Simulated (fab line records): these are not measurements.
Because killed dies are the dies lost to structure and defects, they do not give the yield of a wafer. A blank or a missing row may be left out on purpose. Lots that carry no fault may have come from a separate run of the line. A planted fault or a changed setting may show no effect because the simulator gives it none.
fab line records ; flow n5-finfet
record: lots: 7; wafers: 21
route steps=1938 shown BEOL_M15@1809 MIM_BOT_ETCH@1866
start-h: hours from the record's first day to the start of the lot's first wafer shown ; wait-h: how many hours have passed since the lot's step before this one ; " repeats the value in the row above ; L1.1+2: a single row standing in for several wafers ; - no value, or no start given ; * or withheld: withheld ; < > ~ a bound
route shown NAME@n: a module of which the file shows steps, and the number in the route of the first ; usual: average and standard deviation across the fault-free wafers ; same: alike in all rows ; chamber/n: place in a boat ; sites: readings site by site ; _std_site: the standard deviation of these ; _edge_site: mean of outer sites minus mean of inner sites ; radius-mm: how far each site lies from the wafer's centre ; mask NAME#n: copy n ; behind: the most recent tool/chamber to have shaped the wafer ; hold: what put the lot on hold/how long, in hours/how the hold closed ; device: the n, p or np transistor that did not switch ; end of line: the same wafers' tests at the end of the route ; a step with no rows: only its recipe ; killed: at the first sort, the dies lost to defects and structure; wafer yield is something else ; map: a wafer's dies, marking killed ones x, the rest . and places with no die _
set.NAME: setting as actually run; set.NAME@STEP: the setting as run at that earlier step ; model.NAME: the simulator's own value behind a step, which no gauge read
one table per step and one row per wafer, for lots whose settings were changed on purpose
== steps ==
step: N5_BEOL_M15_TRENCH_ETCH_34
recipe: chemistry: C4F8/O2/Ar; target: SiO2; target-depth-a: 8729.3; he-inner-torr: 15; he-outer-torr: 30; time-s: 199; ion-energy-ev: 800; pressure-mtorr: 20; source-w: 1905; bias-w: 2040; Ar_flow_sccm: 400; C4F8_flow_sccm: 16; O2_flow_sccm: 12
lot.wafer;tool;chamber;start-h;wait-h;set.time-s;model.etch.depth-nm;model.coat_of_BEOL_M15_COAT_22.thk-nm
L081.1;rie-diel-02;2;313.22;0.0;199;876.9;547.2
L081.2;rie-diel-02;0;313.22;0.0;199;872.1;544
L081.3;rie-diel-02;1;313.22;0.0;199;887.3;540.6
L082.2;rie-diel-02;2;315.33;0.0;199;883.9;545.2
L082.4;rie-diel-02;1;315.33;0.0;199;891.1;537.6
L082.6;rie-diel-02;3;315.33;0.0;199;882.9;542.6
L083.3;rie-diel-06;3;325.16;0.0;199;878.2;543.8
L083.4;rie-diel-06;1;325.16;0.0;241;1056;504.6
L083.6;rie-diel-06;2;325.16;0.0;241;1029;513.6
L087.1;rie-diel-06;1;344.18;0.0;199;867.1;542.4
L087.2;rie-diel-06;0;344.18;0.0;199;852;547.2
L087.3;rie-diel-06;2;344.18;0.0;199;856.5;543.2
L088.1;rie-diel-02;0;346.87;0.0;199;867;548
L088.4;rie-diel-02;2;346.87;0.0;199;889;550.6
L088.6;rie-diel-02;0;346.87;0.0;199;877.8;544.4
L086.1;rie-diel-02;2;347.78;0.0;199;894.6;542.4
L086.2;rie-diel-02;1;347.78;0.0;199;898.1;533.8
L086.3;rie-diel-02;0;347.78;0.0;199;879.2;540.2
L090.2;rie-diel-06;1;363.58;0.1;199;882.5;537.2
L090.4;rie-diel-06;2;363.58;0.1;164.6;712.1;574.4
L090.6;rie-diel-06;1;363.58;0.1;164.6;727.5;570.2
step: N5_BEOL_M15_STRIP_36
recipe: chemistry: O2; power-w: 600; temp-c: 60; pressure-mtorr: 30; rf-frequency-hz: 6e+07; bias-power-w: 0; overash-fraction: 0.3; o2-flow-sccm: 225
step: N5_BEOL_M15_ECD_47
recipe: material: Cu; target-thk-a: 18600
step: N5_BEOL_M15_ANNEAL_48
recipe: temp-c: 225; time-s: 90; ambient: N2
step: N5_BEOL_M15_CMP_49
recipe: stop-on: SiO2; t-overpolish-s: 4.9; down-force-psi: 2; platen-rpm: 80; clearing-platen-down-force-psi: 2; clearing-platen-rpm: 80; post-cmp-clean: cu-alkaline; target-thk-nm: 850; clearing-platen-pad-velocity-m-s: 1.5917; pad-velocity-m-s: 1.5917
lot.wafer;tool;chamber;start-h;wait-h;set.time-s@BEOL_M15_TRENCH_ETCH_34;model.Cu_of_BEOL_M15_ECD_47.thk-nm
L081.2;cmp-01;0;317.72;0.2;199;847.4
L081.1;cmp-01;1;317.72;0.2;199;852.4
L081.3;cmp-01;2;317.72;0.2;199;864.2
L082.2;cmp-04;0;317.95;0.2;199;860
L082.4;cmp-04;3;317.95;0.2;199;866.4
L082.6;cmp-04;1;317.95;0.2;199;859.6
L083.4;cmp-04;3;327.41;0.1;241;1031
L083.3;cmp-04;1;327.41;0.1;199;853.2
L083.6;cmp-04;3;327.41;0.1;241;1003
L087.1;cmp-01;2;346.62;0.3;199;842.4
L087.2;cmp-01;0;346.62;0.3;199;827.6
L087.3;cmp-01;1;346.62;0.3;199;832.8
L088.1;cmp-04;2;349.95;0.3;199;844.2
L088.4;cmp-04;0;349.95;0.3;199;863.8
L088.6;cmp-04;3;349.95;0.3;199;851.6
L086.2;cmp-04;1;355.76;0.2;199;873.8
L086.3;cmp-04;2;355.76;0.2;199;857.2
L086.1;cmp-04;0;355.76;0.2;199;869.6
L090.4;cmp-04;2;366.37;0.2;164.6;689
L090.2;cmp-04;0;366.37;0.2;199;857.6
L090.6;cmp-04;2;366.37;0.2;164.6;704
step: N5_BEOL_M15_THK_MEAS_50
recipe: thk-meas-gauge: xrf; reads: Cu_of_BEOL_M15_ECD_47
usual: M15_THK: 854/17
lot.wafer;tool;chamber;start-h;wait-h;set.time-s@BEOL_M15_TRENCH_ETCH_34;M15_THK[nm]
L081.1;film-metro-02;-;317.98;-;199;866
L081.2;film-metro-02;-;317.98;-;199;858
L081.3;film-metro-02;-;317.98;-;199;875
L082.2;film-metro-01;-;318.25;-;199;863
L082.4;film-metro-01;-;318.25;-;199;871
L082.6;film-metro-01;-;318.25;-;199;863
L083.3;film-metro-02;-;327.71;-;199;858
L083.4;film-metro-02;-;327.71;-;241;1039
L083.6;film-metro-02;-;327.71;-;241;1016
L087.1;film-metro-01;-;346.92;-;199;840
L087.2;film-metro-01;-;346.92;-;199;822
L087.3;film-metro-01;-;346.92;-;199;829
L088.1;film-metro-02;-;350.24;-;199;847
L088.4;film-metro-02;-;350.24;-;199;873
L088.6;film-metro-02;-;350.24;-;199;858
L086.1;film-metro-01;-;356.05;-;199;863
L086.2;film-metro-01;-;356.05;-;199;868
L086.3;film-metro-01;-;356.05;-;199;851
L090.2;film-metro-02;-;366.63;-;199;866
L090.4;film-metro-02;-;366.63;-;164.6;689
L090.6;film-metro-02;-;366.63;-;164.6;705
step: N5_BEOL_M15_PRE_CLEAN_52
recipe: gas: NH3; time-s: 15; temp-c: withheld; rf-power-w: 300
step: N5_BEOL_M15_DEP_53
recipe: material: SiCN; target-thk-a: 500; temp-c: withheld; precursor: 3MS/NH3; pressure-torr: 3; rf-w: 675; time-s: 17.8
step: N5_BEOL_M15_RS_MEAS_54
recipe: thk-meas-gauge: four-point-probe; reads: Cu_of_BEOL_M15_ECD_47+Ta_of_BEOL_M15_SPUTTER_44+TaN_of_BEOL_M15_SPUTTER_43
usual: M15_RS: 0.0216/0.00041
lot.wafer;tool;chamber;start-h;wait-h;set.time-s@BEOL_M15_TRENCH_ETCH_34;M15_RS[ohm/sq]
L081.1;film-metro-02;-;318.14;0.1;199;0.0214
L081.2;film-metro-02;-;318.14;0.1;199;0.0216
L081.3;film-metro-02;-;318.14;0.1;199;0.0211
L082.2;film-metro-02;-;318.42;0.1;199;0.0213
L082.4;film-metro-02;-;318.42;0.1;199;0.0211
L082.6;film-metro-02;-;318.42;0.1;199;0.0212
L083.3;film-metro-01;-;327.86;0.1;199;0.0215
L083.4;film-metro-01;-;327.86;0.1;241;0.0177
L083.6;film-metro-01;-;327.86;0.1;241;0.0183
L087.1;film-metro-02;-;347.05;0.0;199;0.0217
L087.2;film-metro-02;-;347.05;0.0;199;0.0221
L087.3;film-metro-02;-;347.05;0.0;199;0.0220
L088.1;film-metro-02;-;350.37;0.0;199;0.0216
L088.4;film-metro-02;-;350.37;0.0;199;0.0211
L088.6;film-metro-02;-;350.37;0.0;199;0.0214
L086.1;film-metro-01;-;356.19;0.1;199;0.0211
L086.2;film-metro-01;-;356.19;0.1;199;0.0210
L086.3;film-metro-01;-;356.19;0.1;199;0.0214
L090.2;film-metro-02;-;366.76;0.1;199;0.0213
L090.4;film-metro-02;-;366.76;0.1;164.6;0.0266
L090.6;film-metro-02;-;366.76;0.1;164.6;0.0261
step: N5_MIM_BOT_ETCH_ETCH_04
recipe: chemistry: CF4/O2; target: SiNx; target-depth-a: 260; time-s: 13; ion-energy-ev: 100; pressure-mtorr: 40; source-w: 535; bias-w: 49; Ar_flow_sccm: 100; cf4-flow-sccm: 100; O2_flow_sccm: 10
lot.wafer;tool;chamber;start-h;wait-h;set.time-s;model.etch.depth-nm
L082.2;rie-diel-05;3;323.46;0.1;13;27.37
L082.4;rie-diel-05;3;323.46;0.1;13;27.06
L082.6;rie-diel-05;3;323.46;0.1;13;27.26
L081.1;rie-diel-03;0;325.60;0.0;13;26.12
L081.2;rie-diel-03;3;325.60;0.0;11.84;24.76
L081.3;rie-diel-03;2;325.60;0.0;13;25.65
L083.3;rie-diel-05;1;333.32;0.0;13;26.07
L083.4;rie-diel-05;3;333.32;0.0;10.42;22.02
L083.6;rie-diel-05;0;333.32;0.0;13;26.23
L087.1;rie-diel-03;1;356.15;0.0;13;26.92
L087.2;rie-diel-03;3;356.15;0.0;13;27.61
L087.3;rie-diel-03;2;356.15;0.0;10.18;20.2
L088.1;rie-diel-05;1;356.43;0.0;13;26.32
L088.4;rie-diel-05;2;356.43;0.0;13;27.52
L088.6;rie-diel-05;3;356.43;0.0;13;27.81
L086.1;rie-diel-05;2;363.70;0.0;13;27.6
L086.2;rie-diel-05;0;363.70;0.0;11.18;22.77
L086.3;rie-diel-05;1;363.70;0.0;11.18;22.3
L090.2;rie-diel-03;2;370.85;0.0;14.03;27.07
L090.4;rie-diel-03;3;370.85;0.0;14.03;29.19
L090.6;rie-diel-03;1;370.85;0.0;13;26.85
== key ==
split: step: N5_BEOL_M15_TRENCH_ETCH_34; setting: time-s; stated: 199; by: wafer
response: step: N5_BEOL_M15_TRENCH_ETCH_34; reading: model.etch.depth-nm; change: +8.44; per: 1%; r: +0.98
response: step: N5_BEOL_M15_TRENCH_ETCH_34; reading: model.coat_of_BEOL_M15_COAT_22.thk-nm; change: -1.8; per: 1%; r: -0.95
response: step: N5_BEOL_M15_CMP_49; reading: model.Cu_of_BEOL_M15_ECD_47.thk-nm; change: +8.38; per: 1%; r: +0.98
response: step: N5_BEOL_M15_THK_MEAS_50; reading: M15_THK; change: +8.72; per: 1%; r: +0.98
response: step: N5_BEOL_M15_RS_MEAS_54; reading: M15_RS; change: -0.000215; per: 1%; r: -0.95
split: step: N5_MIM_BOT_ETCH_ETCH_04; setting: time-s; stated: 13; by: wafer
response: step: N5_MIM_BOT_ETCH_ETCH_04; reading: model.etch.depth-nm; change: +0.271; per: 1%; r: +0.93
